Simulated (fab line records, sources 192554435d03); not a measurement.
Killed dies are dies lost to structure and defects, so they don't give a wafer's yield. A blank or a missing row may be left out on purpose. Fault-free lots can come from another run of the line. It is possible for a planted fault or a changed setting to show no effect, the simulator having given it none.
fab line records / flow n5Finfet
[record] lots = 4 wafers = 12 lastDay = 18
route steps=1938 shown PASSIVATION@1898
lots that met no fault: from a run of the same line without faults
startH: start of the lot's first displayed wafer, in hours after the record's first day / waitH: hours since the lot's step before / " unchanged from the row above / L1.1+2: one row covering several wafers at once / - either no value or no given start / * or withheld: withheld / < > ~ a bound
route shown NAME@n: a module of which the file shows steps, and the number in the route of the first / usual: mean/standard deviation of fault-free wafers / same: alike in all rows / chamber/n: place in a boat / sites: the reading at each site / _std_site: standard deviation across them / _edge_site: the outer-site mean with the inner-site mean subtracted / radiusMm: how far each site lies from the wafer's centre / mask NAME#n: copy n / behind: the tool/chamber that last shaped the wafer / hold: the reason the lot was held/the length of the hold in hours/how it ended / device: the n, p or np transistor that did not switch / end of line: the same wafers' tests at the end of the route / a step given without rows: its recipe and nothing more / killed: count of dies lost to structure and defects at first sort (not the wafer's yield) / map: a wafer's dies, x killed, . not, _ none there
set.NAME: the setting as run; set.NAME@STEP: as run at that earlier step / model.NAME: the simulator's own value behind a step, which no gauge read
a table for each step, a row for each wafer; lots at some steps of the route
services: when a tool's chamber went out of use (startH, in hours from the record's first day, below 0 if earlier), for how many hours, and the reason
[[steps]]
[step N5_PASSIVATION_COAT_24]
[recipe] spinRpm = 3000 resistThkNm = withheld
[step N5_PASSIVATION_EBR_26]
[recipe] solvent = PGMEA ebrWidthMm = 1.5
[step N5_PASSIVATION_SOFTBAKE_25]
[recipe] tempC = 100 timeS = 90
[step N5_PASSIVATION_EXPOSE_27]
[recipe] maskId = PAD na = 0.55 sourceShape = conventional sigmaOuter = 0.8 polarization = unpolarized defocusNm = 0 doseMj = 32.3
[step N5_PASSIVATION_PEB_28]
[recipe] pebTempC = withheld pebTimeS = *
[step N5_PASSIVATION_DEVELOP_29]
[recipe] developTimeS = 60 rinseLiquid = diw dry = airSpin devTempC = 21
[step N5_PASSIVATION_HARDBAKE_31]
[recipe] tempC = 130 timeS = 120
[step N5_PASSIVATION_DESCUM_32]
[recipe] chemistry = O2 timeS = 7.9 sourcePowerW = 50 biasPowerW = 20 pressureMtorr = 20 rfFrequencyHz = 2.712e+07 tempC = 40 o2FlowSccm = 225
[step N5_PASSIVATION_AL_ETCH_33]
[recipe] chemistry = Cl2/BCl3 targetDepthA = 28000 overEtchFrac = 0.15 Cl2_flow_sccm = 180 bcl3FlowSccm = 60 target = Al stopOn = TaN timeS = 466.7 ionEnergyEv = 100 pressureMtorr = 10 icpW = 900 biasW = 100
[step N5_PASSIVATION_ETCH_59]
[recipe] chemistry = Cl2/BCl3 target = TaN targetDepthA = 650 timeS = 34.9 ionEnergyEv = 100 pressureMtorr = 10 icpW = 900 biasW = 100 Cl2_flow_sccm = 60 bcl3FlowSccm = 30
[usual] bcl3FlowSccm = 29.98/0.091 drypumpMotorCurrentA = 5.5/0.38 oesProductAu = 0.79/0.081 throttleValvePct = 21.06/0.18
lot.wafer=L890.1 tool=rieMetal-02 chamber=0 startH=342.02 waitH=0.3 bcl3FlowSccm=29.97 drypumpMotorCurrentA=5.2 oesProductAu=0.86 rfHoursCounterH=17 throttleValvePct=21.02
lot.wafer=L890.2 tool=rieMetal-02 chamber=1 startH=342.02 waitH=0.3 bcl3FlowSccm=30.07 drypumpMotorCurrentA=5.5 oesProductAu=0.81 rfHoursCounterH=26 throttleValvePct=21.14
lot.wafer=L890.6 tool=rieMetal-02 chamber=0 startH=342.02 waitH=0.3 bcl3FlowSccm=29.93 drypumpMotorCurrentA=5.2 oesProductAu=0.87 rfHoursCounterH=- throttleValvePct=21.04
lot.wafer=L892.2 tool=rieMetal-02 chamber=0 startH=381.93 waitH=0.3 bcl3FlowSccm=30.09 drypumpMotorCurrentA=5.2 oesProductAu=0.83 rfHoursCounterH=20 throttleValvePct=21.05
lot.wafer=L892.4 tool=rieMetal-02 chamber=1 startH=381.93 waitH=0.3 bcl3FlowSccm=29.87 drypumpMotorCurrentA=5.5 oesProductAu=0.80 rfHoursCounterH=- throttleValvePct=21.16
lot.wafer=L892.5 tool=rieMetal-02 chamber=1 startH=381.93 waitH=0.3 bcl3FlowSccm=29.90 drypumpMotorCurrentA=5.5 oesProductAu=0.80 rfHoursCounterH=- throttleValvePct=21.16
lot.wafer=L897.1 tool=rieMetal-02 chamber=0 startH=394.11 waitH=0.4 bcl3FlowSccm=29.96 drypumpMotorCurrentA=5.2 oesProductAu=0.84 rfHoursCounterH=22 throttleValvePct=21.05
lot.wafer=L897.3 tool=rieMetal-02 chamber=1 startH=394.11 waitH=0.4 bcl3FlowSccm=29.95 drypumpMotorCurrentA=5.5 oesProductAu=0.79 rfHoursCounterH=- throttleValvePct=21.16
lot.wafer=L897.6 tool=rieMetal-02 chamber=0 startH=394.11 waitH=0.4 bcl3FlowSccm=29.93 drypumpMotorCurrentA=5.2 oesProductAu=0.85 rfHoursCounterH=- throttleValvePct=21.06
lot.wafer=L901.1 tool=rieMetal-01 chamber=0 startH=424.40 waitH=0.3 bcl3FlowSccm=29.95 drypumpMotorCurrentA=5.9 oesProductAu=0.72 rfHoursCounterH=62 throttleValvePct=20.74
lot.wafer=L901.2 tool=rieMetal-01 chamber=1 startH=424.40 waitH=0.3 bcl3FlowSccm=29.88 drypumpMotorCurrentA=5.9 oesProductAu=0.96 rfHoursCounterH=3 throttleValvePct=20.94
lot.wafer=L901.3 tool=rieMetal-01 chamber=1 startH=424.40 waitH=0.3 bcl3FlowSccm=29.99 drypumpMotorCurrentA=5.9 oesProductAu=0.96 rfHoursCounterH=- throttleValvePct=20.93
[step N5_PASSIVATION_STRIP_34]
[recipe] chemistry = O2 powerW = 600 tempC = 60 pressureMtorr = 30 rfFrequencyHz = 6e+07 biasPowerW = 0 overashFraction = 2 o2FlowSccm = 225
[step N5_PASSIVATION_STRIP_51]
[recipe] chemistry = postEtchResidueRemover timeS = 1200 tempC = 72.5
[step N5_PASSIVATION_CLEAN_69]
[recipe] chemistry = IPA timeS = 180 tempC = 25
[step N5_PASSIVATION_SRD_70]
[recipe] dry = ipaMarangoni timeS = 30 tempC = 23 rinseLiquid = diw
[step N5_PASSIVATION_PECVD_53]
[recipe] material = SiO2 targetThkA = 8000 tempC = 400 precursor = TEOS/O2 pressureTorr = 6.5 rfW = withheld teosFlowSccm = withheld gas = O2 flowSccm = 2650 timeS = 169.4
[step N5_PASSIVATION_PECVD_35]
[recipe] material = SiNx targetThkA = 7000 tempC = 400 precursor = SiH4/NH3/N2 pressureTorr = 4.9 rfW = 1406 timeS = 151.3
[step N5_PASSIVATION_HMDS_37]
[recipe] timeS = 60 tempC = 120
[step N5_PASSIVATION_COAT_38]
[recipe] spinRpm = 3000 resistThkNm = withheld
[step N5_PASSIVATION_EBR_40]
[recipe] solvent = PGMEA ebrWidthMm = 1.5
[step N5_PASSIVATION_SOFTBAKE_39]
[recipe] tempC = 110 timeS = 120
[step N5_PASSIVATION_EXPOSE_41]
[recipe] maskId = PASS_OPEN na = 0.55 defocusNm = 0 sourceShape = conventional sigmaOuter = 0.8 polarization = unpolarized targetCdNm = 40000 doseMj = 57.25
[step N5_PASSIVATION_PEB_42]
[recipe] pebTempC = withheld pebTimeS = *
[step N5_PASSIVATION_DEVELOP_43]
[recipe] developTimeS = 60 rinseLiquid = diw dry = airSpin devTempC = 21
[step N5_PASSIVATION_HARDBAKE_45]
[recipe] tempC = 130 timeS = 120
[step N5_PASSIVATION_DESCUM_46]
[recipe] chemistry = O2 timeS = 7.9 sourcePowerW = 50 biasPowerW = 20 pressureMtorr = 20 rfFrequencyHz = 2.712e+07 tempC = 40 o2FlowSccm = 225
[step N5_PASSIVATION_PASS_ETCH_47]
[recipe] chemistry = CF4/O2 target = SiNx targetDepthA = 7700 timeS = 385 ionEnergyEv = 100 pressureMtorr = 40 sourceW = 535 biasW = 49 Ar_flow_sccm = 100 cf4FlowSccm = 100 O2_flow_sccm = 10
[step N5_PASSIVATION_ETCH_54]
[recipe] chemistry = CHF3/O2 target = SiO2 targetDepthA = 8800 CHF3_flow_sccm = 50 O2_flow_sccm = 5 Ar_flow_sccm = 200 timeS = 440 maskMaterial = PR pressureMtorr = 30 sourceW = 650 biasW = 170 ionEnergyEv = 200
[step N5_PASSIVATION_STRIP_48]
[recipe] chemistry = O2 powerW = 600 tempC = 60 pressureMtorr = 30 rfFrequencyHz = 6e+07 biasPowerW = 0 overashFraction = 0.5 o2FlowSccm = 225
[step N5_PASSIVATION_STRIP_52]
[recipe] chemistry = postEtchResidueRemover timeS = 1200 tempC = 72.5
[step N5_PASSIVATION_CLEAN_71]
[recipe] chemistry = IPA timeS = 180 tempC = 25
[step N5_PASSIVATION_SRD_72]
[recipe] dry = ipaMarangoni timeS = 30 tempC = 23 rinseLiquid = diw
[step N5_PASSIVATION_ANNEAL_56]
[recipe] tempC = 400 timeS = 1800 ambient = FGA idleTempC = 300 rampUpCPerMin = 5 rampDownCPerMin = 3
[step N5_PASSIVATION_PROBE_49]
[usual] defectLimitedYield = 91.2/1.5 killed_at_M0_to_M3 = 33/9.6 killed_at_M4_up = 14/5.6 killedAtContacts = 14/5.5 killedAtFrontEnd = 40/13 killedAtOther = 4/3 killedDies = 104/17 killedOnRim = 14/4.3 killedOpen = 68/13 killedShort = 33/7.2 sort_bin_5_function = 5.2/0.95 sort_bin_6_memory = 3.3/0.62 sortNPass = 1076/17 sortYieldPct = 91.2/1.5
[same] grossDies = 1180 killedAtBackSide = 0 sort_bin_4_leakage[%] = 0 sort_bin_8_speed[%] = 0
lot.wafer=L892.2 tool=prober-02 chamber=- startH=386.46 waitH=0.1 defectLimitedYield[%]=83.4 killed_at_M0_to_M3=25 killed_at_M4_up=13 killedAtContacts=4 killedAtFrontEnd=57 killedAtOther=97 killedDies=196 killedOnRim=39 killedOpen=70 killedShort=29 sort_bin_5_function[%]=10.8 sort_bin_6_memory[%]=3.5 sortNPass=984 sortYieldPct[%]=83.4
lot.wafer=L892.4 tool=prober-02 chamber=- startH=386.56 waitH=0.2 defectLimitedYield[%]=79.9 killed_at_M0_to_M3=34 killed_at_M4_up=15 killedAtContacts=7 killedAtFrontEnd=44 killedAtOther=137 killedDies=237 killedOnRim=11 killedOpen=67 killedShort=36 sort_bin_5_function[%]=12.3 sort_bin_6_memory[%]=4.6 sortNPass=943 sortYieldPct[%]=79.9
lot.wafer=L892.5 tool=prober-02 chamber=- startH=386.61 waitH=0.2 defectLimitedYield[%]=81.5 killed_at_M0_to_M3=22 killed_at_M4_up=15 killedAtContacts=10 killedAtFrontEnd=23 killedAtOther=148 killedDies=218 killedOnRim=12 killedOpen=46 killedShort=27 sort_bin_5_function[%]=11.9 sort_bin_6_memory[%]=3.6 sortNPass=962 sortYieldPct[%]=81.5
lot.wafer=L897.1 tool=prober-01 chamber=- startH=400.07 waitH=0.0 defectLimitedYield[%]=80.8 killed_at_M0_to_M3=35 killed_at_M4_up=17 killedAtContacts=15 killedAtFrontEnd=60 killedAtOther=100 killedDies=227 killedOnRim=36 killedOpen=80 killedShort=43 sort_bin_5_function[%]=11.0 sort_bin_6_memory[%]=5.1 sortNPass=953 sortYieldPct[%]=80.8
lot.wafer=L897.3 tool=prober-01 chamber=- startH=400.17 waitH=0.1 defectLimitedYield[%]=80.9 killed_at_M0_to_M3=37 killed_at_M4_up=10 killedAtContacts=11 killedAtFrontEnd=35 killedAtOther=132 killedDies=225 killedOnRim=19 killedOpen=59 killedShort=32 sort_bin_5_function[%]=12.7 sort_bin_6_memory[%]=3.8 sortNPass=955 sortYieldPct[%]=80.9
lot.wafer=L897.6 tool=prober-01 chamber=- startH=400.32 waitH=0.3 defectLimitedYield[%]=85.3 killed_at_M0_to_M3=26 killed_at_M4_up=7 killedAtContacts=6 killedAtFrontEnd=35 killedAtOther=99 killedDies=173 killedOnRim=34 killedOpen=49 killedShort=27 sort_bin_5_function[%]=8.6 sort_bin_6_memory[%]=3.6 sortNPass=1007 sortYieldPct[%]=85.3
// killed by level:class
L892.2 PASSIVATION:unspecified=94 STI_FIN_REVEAL:geometricParticle:open=17 BEOL_M2:geometricParticle:open=10 FIN_SAQP:geometricParticle:open=8 GATE_CUT:geometricParticle:short=8 FIN_SAQP:geometricParticle:short=5 BEOL_M4:geometricParticle:open=5 GATE_CUT:geometricParticle:open=4
L892.4 PASSIVATION:unspecified=132 FIN_SAQP:geometricParticle:open=12 BEOL_M3:geometricParticle:open=9 BEOL_M4:geometricParticle:open=8 STI_FIN_REVEAL:geometricParticle:open=7 MOL_CONTACT_COAG:geometricParticle:open=7 BEOL_M0_SAQP:geometricParticle:short=7 BEOL_M2:geometricParticle:open=6
L892.5 PASSIVATION:unspecified=142 MOL_CONTACT_COAG:geometricParticle:open=8 GATE_CUT:geometricParticle:short=7 BEOL_M3:geometricParticle:open=6 BEOL_M4:geometricParticle:open=6 FIN_SAQP:geometricParticle:short=5 BEOL_M0_SAQP:geometricParticle:open=4 STARTING-WAFER:geometricParticle:open=4
L897.1 PASSIVATION:unspecified=99 FIN_SAQP:geometricParticle:open=18 MOL_CONTACT_COAG:geometricParticle:open=11 FIN_SAQP:geometricParticle:short=10 STI_FIN_REVEAL:geometricParticle:open=9 BEOL_M2:geometricParticle:open=8 BEOL_M0_SAQP:geometricParticle:open=7 BEOL_M0_SAQP:geometricParticle:short=6
L897.3 PASSIVATION:unspecified=132 FIN_SAQP:geometricParticle:open=10 FIN_SAQP:geometricParticle:short=9 MOL_CONTACT_COAG:geometricParticle:open=8 BEOL_M0_SAQP:geometricParticle:short=8 BEOL_M2:geometricParticle:open=8 BEOL_M3:geometricParticle:open=8 BEOL_M4:geometricParticle:open=6
L897.6 PASSIVATION:unspecified=96 DUMMY_GATE:geometricParticle:open=8 STI_FIN_REVEAL:geometricParticle:open=7 BEOL_M2:geometricParticle:open=7 BEOL_M0_SAQP:geometricParticle:short=6 FIN_SAQP:geometricParticle:open=5 MOL_CONTACT_COAG:geometricParticle:open=5 DUMMY_GATE:geometricParticle:short=4
// map L892.4 (x killed, . not)
_________________............________________
______________......x..........._____________
___________..x.....................__________
__________.........................._________
________.........................xxx.._______
_______.........x.......x..............______
______......x........................x.._____
_____...........x...........x..x.........____
____....x.................................___
___..............x.xxx.....x....x.....x....__
___x...........x...x..x..................x.__
__........x..x.x.xxxxx..x.................x._
__.......x..x.x..xxxxxxx.x...............x.._
_.....x.....x.xxxxxxxxxxxx.x..x...x..........
_............xx.xxxxxxxxxx.x.................
_.........x.xxxxxxxxxxxxxxxx.....x.x.........
_...x....xx..x.xxxxxxxxxxxxx....xx.x.........
_x...x..x.xx.xxxxxxxxxxxxxx............x.....
_........xx..xxxxxxxxxxxxxxx.....x...........
_....x...x...xxxxxxxxxxxxxx.x.x.............x
_..x.x.......xx.xxxxxxxxx.xx............x....
__.....x..........x.xx.x......x............._
__.x.........x....x..x......................_
___......x.......x....x.x........xx........__
___..x.....xx...x...........x...x..........__
____.............x..x......x.x............___
_____.x..........x.....x............xx...____
______....x....x.x......................_____
_______...........x.x.....x.x........x.______
________....x..................x......_______
__________....x..............x.x...._________
___________.......x.x..............__________
______________................x._____________
_________________...........x________________
// map L897.1 (x killed, . not)
_________________xxxxxxxxxxxx________________
______________..xxxxxxxxxxxxxxx._____________
___________.....x.xxxxxxxxxxxxxx...__________
__________..x...xxxxxxxxxxxxxxxx...._________
________........xxxxxxxxxxxxxxx..x...._______
_______.........xx.xxxxxxxxxxxx........______
______..........xx.xxxxxxxx............._____
_____.x............xx..xx.x.x...........x____
____x.......x.....x.....xx......x.........___
___.........x..x.xx........................__
___......................x....x.x....x.....__
__......x........xx............x............_
__x.................x......x.............x.._
_............................................
_..............x.................x.x.x......x
_.........x....x........x...x..x.xxx.........
_.x.....x.x.....x.............x........x.....
_x................x..x.....x...x......x.x....
_..x..........x......x.x.x...................
_.............x...........x.....x..x...x.....
_x............x......x...xx..x....x....x.....
__..x..................x.x...xxx...x.x......_
__.x.x................x..x.....x...........x_
___x......x..x..x..x....x.............x....__
___....x..x................x......x........__
____....x..................x..x..x.x.....x___
_____.x.................x.x..............____
______......x.........x.x.............x._____
_______.................x.........x....______
________.x......xx.......x....x......._______
__________.............x.....x.....x_________
___________........x....x...x......__________
______________...x............x._____________
_________________...x........________________
[[services]]
tool=rieMetal-01 chamber=1 startH=360.39 hours=- kind=clean
tool=rieMetal-01 chamber=1 startH=360.39 hours=23.7 kind=scheduledDown
tool=rieMetal-01 chamber=1 startH=360.39 hours=23.7 kind=ventCycle
[[key]]
[firstSign] step = N5_PASSIVATION_PROBE_49 reading = killedAtOther direction = up sigmas = 38 usual = 4 struck = 119
[effect] step = N5_PASSIVATION_PROBE_49 reading = killedDies direction = up sigmas = 6.3 usual = 104 struck = 213
[moreKillsBornAt] N5_PASSIVATION_ETCH_59@rieMetal-02 = 695
metAt N5_PASSIVATION_ETCH_59
struckWafers L892.2,L892.4,L892.5,L897.1,L897.3,L897.6
onsetBetween 342.02 381.93
[fault] kind = chamberParticleSource tool = rieMetal-02 chamber = - onsetH = 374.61 steps = N5_PASSIVATION_ETCH_59 ratePerVisitCm2 = 1.2034 endH = 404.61
